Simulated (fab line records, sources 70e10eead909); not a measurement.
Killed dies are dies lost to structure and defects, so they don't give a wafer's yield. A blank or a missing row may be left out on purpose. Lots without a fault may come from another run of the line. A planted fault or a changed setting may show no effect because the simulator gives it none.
Which tool did it? | flow nand_harc | 13 lots, 38 wafers sampled, at 5 steps of a route of 1159

WHAT THE GAUGES READ, wafer by wafer
NHARC_P_CONTACT_INSPECT_14. Usual: raw_defect_count 3.5, standard deviation 2.1.
lot  | measured     | on                | raw_defect_count | flag
L323 | day 6 03:41  | defect_inspect-01 | 3 4 0            |
L326 | day 6 18:06  | defect_inspect-01 | 4 2 4            |
L329 | day 7 11:47  | defect_inspect-02 | 4 7 7            |
L328 | day 7 12:16  | defect_inspect-02 | 7 2 7            |
L327 | day 7 13:06  | defect_inspect-02 | 2 0 2            |
L330 | day 7 20:26  | defect_inspect-02 | 0 3 1            |
L332 | day 8 04:53  | defect_inspect-02 | 2 5 4            |
L333 | day 8 22:19  | defect_inspect-02 | 1 3 3            |
L334 | day 9 00:13  | defect_inspect-02 | 2 1 4            |
L338 | day 9 11:23  | defect_inspect-01 | 3 2 3            |
L340 | day 10 02:10 | defect_inspect-02 | 4 4 4            |
L342 | day 10 16:14 | defect_inspect-02 | 3 1              |
L343 | day 11 03:00 | defect_inspect-02 | 2 5 4            |

NHARC_END_SORT_01. Usual: killed_at_array 27, standard deviation 12; killed_at_other 0.8, standard deviation 1; killed_at_periphery 4.0, standard deviation 2.5; killed_dies 32, standard deviation 11; killed_open 3.3, standard deviation 1.8; killed_short 2.0, standard deviation 1.5.
lot  | measured     | on        | killed_at_array | killed_at_other | killed_at_periphery | killed_dies | killed_open | killed_short | flag
L323 | day 19 22:02 | prober-02 | 19 14 31        | 1 0 0           | 1 8 2               | 21 22 33    | 7 5 5       | 1 1 1        |
L326 | day 20 11:19 | prober-02 | 38 44 34        | 0 1 0           | 6 4 3               | 44 49 37    | 3 5 3       | 5 4 1        |
L329 | day 20 21:56 | prober-02 | 21 19 21        | 3 2 0           | 4 7 10              | 28 28 31    | 5 2 2       | 1 0 2        |
L328 | day 20 16:56 | prober-01 | 40 26 26        | 2 1 2           | 3 0 5               | 45 27 33    | 3 1 2       | 3 0 4        |
L327 | day 21 09:24 | prober-02 | 39 44 34        | 0 0 0           | 2 1 1               | 41 45 35    | 1 4 5       | 2 3 2        |
L330 | day 21 16:27 | prober-02 | 26 29 23        | 1 0 2           | 2 2 2               | 29 31 27    | 5 5 5       | 2 2 2        |
L332 | day 21 09:26 | prober-01 | 23 24 28        | 0 0 0           | 1 8 7               | 24 32 35    | 1 4 9       | 2 1 3        |
L333 | day 22 00:13 | prober-02 | 31 46 41        | 0 2 0           | 2 4 2               | 33 52 43    | 3 4 4       | 2 6 0        |
L334 | day 22 03:44 | prober-01 | 15 29 9         | 0 0 0           | 1 3 2               | 16 32 11    | 1 3 3       | 1 2 1        |
L338 | day 23 15:55 | prober-01 | 38 51 49        | 1 0 0           | 3 2 2               | 42 53 51    | 6 5 3       | 1 0 1        |
L340 | day 23 21:43 | prober-02 | 23 18 26        | 2 2 3           | 4 5 3               | 29 25 32    | 4 5 0       | 2 2 7        |
L342 | day 24 07:35 | prober-01 | 34 39           | 0 1             | 0 4                 | 34 44       | 1 5         | 1 2          |
L343 | day 25 12:17 | prober-02 | 21 21 14        | 1 2 2           | 7 6 7               | 29 29 23    | 4 1 3       | 3 3 0        |

WHICH TOOL RAN EACH LOT (tool, then ch and the chambers of the sampled wafers, then the start)
lot  | NHARC_P_CONTACT_ETCH_36                       | NHARC_P_CONTACT_STRIP_28           | NHARC_P_CONTACT_ALD_22
L323 | rie_diel-01 ch 1,2,3, day 6 04:44 or earlier  | rie_diel-04 ch 1,2,3, day 6 04:44  | ald_metal-03 ch 0,1, day 6 05:34
L326 | rie_diel-04 ch 0,3, day 6 19:08 or earlier    | rie_diel-04 ch 0,1, day 6 19:08    | ald_metal-03 ch 0,2,3, day 6 20:02
L329 | rie_diel-13 ch 0,1,3, day 7 13:16 or earlier  | rie_diel-13 ch 2,3, day 7 13:16    | ald_metal-03 ch 2,3, day 7 14:15
L328 | rie_diel-04 ch 0,1, day 7 13:27 or earlier    | rie_diel-13 ch 0,3, day 7 13:27    | ald_metal-01 ch 0,2, day 7 14:21
L327 | rie_diel-01 ch 0,1,2, day 7 14:07 or earlier  | rie_diel-13 ch 0,1,2, day 7 14:07  | ald_metal-03 ch 0,1,2, day 7 15:00
L330 | rie_diel-01 ch 1,2,3, day 7 21:26 or earlier  | rie_diel-13 ch 1,2, day 7 21:26    | ald_metal-04 ch 0,1,3, day 7 22:23
L332 | rie_diel-01 ch 0,1,2, day 8 05:54 or earlier  | rie_diel-13 ch 0,1,3, day 8 05:54  | ald_metal-01 ch 1,2, day 8 06:49
L333 | rie_diel-01 ch 0,2,3, day 8 23:20 or earlier  | rie_diel-01 ch 1,2,3, day 8 23:20  | ald_metal-03 ch 1,2,3, day 9 00:13
L334 | rie_diel-01 ch 0,2, day 9 01:36 or earlier    | rie_diel-01 ch 1,2, day 9 01:36    | ald_metal-01 ch 0,2,3, day 9 02:32
L338 | rie_diel-01 ch 1,2,3, day 9 12:26 or earlier  | rie_diel-13 ch 0,1,2, day 9 12:26  | ald_metal-01 ch 0,2,3, day 9 13:20
L340 | rie_diel-13 ch 0,1,3, day 10 04:04 or earlier | rie_diel-13 ch 0,1,3, day 10 04:04 | ald_metal-01 ch 0,2, day 10 05:12
L342 | rie_diel-01 ch 1,3, day 10 17:16 or earlier   | rie_diel-13 ch 1,2, day 10 17:16   | ald_metal-01 ch 1,2, day 10 18:11
L343 | rie_diel-01 ch 1,2,3, day 11 04:01 or earlier | rie_diel-13 ch 0,1,2, day 11 04:01 | ald_metal-01 ch 0,1,2, day 11 04:55
- NHARC_P_CONTACT_ETCH_36: etches the open film in N2/H2, target depth 260 nm, time 406.25 s.
- NHARC_P_CONTACT_STRIP_28: strips in O2.
- NHARC_P_CONTACT_ALD_22: deposits TiN, target thk 3 nm, pulse time 1 s, ald cycles 150.

WHAT THE TOOLS THEMSELVES READ (means of the sampled wafers that have a number; where no wafer has one, the mark that the record gives instead)
NHARC_P_CONTACT_ETCH_36. Usual: drypump_motor_current_A 5.8 A, standard deviation 0.33; oes_product_au 1.001 a.u., standard deviation 0.01; rf_vpp_V 431.3 V, standard deviation 2.9; showerhead_plenum_p_Torr 2.07 Torr, standard deviation 0.099; throttle_valve_pct 14.169 %, standard deviation 0.0092.
lot  | tool        | drypump_motor_current_A (A) | oes_product_au (a.u.) | rf_vpp_V (V) | showerhead_plenum_p_Torr (Torr) | throttle_valve_pct (%) | flag
L323 | rie_diel-01 | 5.6                         | 0.987                 | 432.3        | 2.09                            | 14.166                 |
L326 | rie_diel-04 | 6.2                         | 0.997                 | 433.4        | 2.13                            | 14.180                 |
L329 | rie_diel-13 | 5.8                         | 1.002                 | 431.8        | 2.07                            | 14.167                 |
L328 | rie_diel-04 | 6.1                         | 0.995                 | 429.0        | 2.00                            | 14.178                 |
L327 | rie_diel-01 | 5.7                         | 1.004                 | 431.0        | 2.04                            | 14.168                 |
L330 | rie_diel-01 | 5.6                         | 0.999                 | 432.7        | 2.09                            | 14.164                 |
L332 | rie_diel-01 | 5.7                         | 1.001                 | 431.1        | 2.04                            | 14.170                 |
L333 | rie_diel-01 | 5.5                         | 0.999                 | 430.5        | 2.04                            | 14.169                 |
L334 | rie_diel-01 | 5.4                         | 0.998                 | 428.0        | 1.96                            | 14.170                 |
L338 | rie_diel-01 | 5.6                         | 1.009                 | 431.0        | 2.09                            | 14.173                 |
L340 | rie_diel-13 | 5.8                         | 1.004                 | 430.5        | 2.07                            | 14.164                 |
L342 | rie_diel-01 | 5.8                         | 0.996                 | 434.9        | 2.17                            | 14.171                 |
L343 | rie_diel-01 | 5.6                         | 1.006                 | 432.7        | 2.09                            | 14.170                 |

NHARC_P_CONTACT_STRIP_28. Usual: drypump_motor_current_A 5.85 A, standard deviation 0.28; oes_product_au 1.000 a.u., standard deviation 0.01; rf_vpp_V 58.0 V, standard deviation 0.84; showerhead_plenum_p_Torr 3.58 Torr, standard deviation 0.15; throttle_valve_pct 17.037 %, standard deviation 0.01.
lot  | tool        | drypump_motor_current_A (A) | oes_product_au (a.u.) | rf_vpp_V (V) | showerhead_plenum_p_Torr (Torr) | throttle_valve_pct (%) | flag
L323 | rie_diel-04 | 5.90                        | 1.001                 | 58.6         | 3.51                            | 17.028                 |
L326 | rie_diel-04 | 6.18                        | 0.997                 | 58.4         | 3.57                            | 17.036                 |
L329 | rie_diel-13 | 5.92                        | 1.014                 | 58.4         | 3.65                            | 17.028                 |
L328 | rie_diel-13 | 5.68                        | 1.004                 | 58.1         | 3.66                            | 17.032                 |
L327 | rie_diel-13 | 5.98                        | 1.001                 | 57.5         | 3.59                            | 17.032                 |
L330 | rie_diel-13 | 6.03                        | 0.990                 | 57.5         | 3.47                            | 17.032                 |
L332 | rie_diel-13 | 5.81                        | 0.998                 | 57.9         | 3.57                            | 17.033                 |
L333 | rie_diel-01 | 5.57                        | 0.999                 | 57.9         | 3.61                            | 17.034                 |
L334 | rie_diel-01 | 5.80                        | 1.005                 | 57.2         | 3.61                            | 17.035                 |
L338 | rie_diel-13 | 5.99                        | 0.996                 | 58.3         | 3.59                            | 17.047                 |
L340 | rie_diel-13 | 5.82                        | 1.007                 | 58.2         | 3.57                            | 17.031                 |
L342 | rie_diel-13 | 6.03                        | 0.994                 | 57.2         | 3.52                            | 17.035                 |
L343 | rie_diel-13 | 5.96                        | 1.004                 | 58.3         | 3.59                            | 17.047                 |

NHARC_P_CONTACT_ALD_22. Usual: heater_power_outer_w 732 W, standard deviation 82; heater_power_w 1163 W, standard deviation 100; precursor_pulse_height_rel 0.999, standard deviation 0.021.
lot  | tool         | heater_power_outer_w (W) | heater_power_w (W) | precursor_pulse_height_rel | flag
L323 | ald_metal-03 | 695                      | 1127               | 0.995                      |
L326 | ald_metal-03 | 756                      | 1192               | 1.001                      |
L329 | ald_metal-03 | 812                      | 1263               | 0.990                      |
L328 | ald_metal-01 | 766                      | 1222               | 1.006                      |
L327 | ald_metal-03 | 698                      | 1152               | 0.996                      |
L330 | ald_metal-04 | 748                      | 1161               | 1.006                      |
L332 | ald_metal-01 | 697                      | 1136               | 0.994                      |
L333 | ald_metal-03 | 777                      | 1238               | 1.011                      |
L334 | ald_metal-01 | 757                      | 1192               | 1.010                      |
L338 | ald_metal-01 | 755                      | 1193               | 1.001                      |
L340 | ald_metal-01 | 737                      | 1238               | 1.014                      |
L342 | ald_metal-01 | 687                      | 1121               | 0.990                      |
L343 | ald_metal-01 | 704                      | 1145               | 1.007                      |

THE ANSWER, worked out from the rows above alone
Rule: a lot is off if the mean of its wafers that have a number lies more than 3 standard deviations from the usual mean. A lot without any number at a reading at which 4 lots or more have one is off too. The other lots that the step has rows for count as sound. The gauges are gone through in route order, then the tools' own readings, and for those a lot's mean is taken as printed above. The first step at which some lot is off is used, and at that step the reading that is off furthest; a lot without a number counts as furthest.
No lot is off at any reading shown: from this, nothing can be told.

WHAT THE SIMULATOR HAD PUT IN
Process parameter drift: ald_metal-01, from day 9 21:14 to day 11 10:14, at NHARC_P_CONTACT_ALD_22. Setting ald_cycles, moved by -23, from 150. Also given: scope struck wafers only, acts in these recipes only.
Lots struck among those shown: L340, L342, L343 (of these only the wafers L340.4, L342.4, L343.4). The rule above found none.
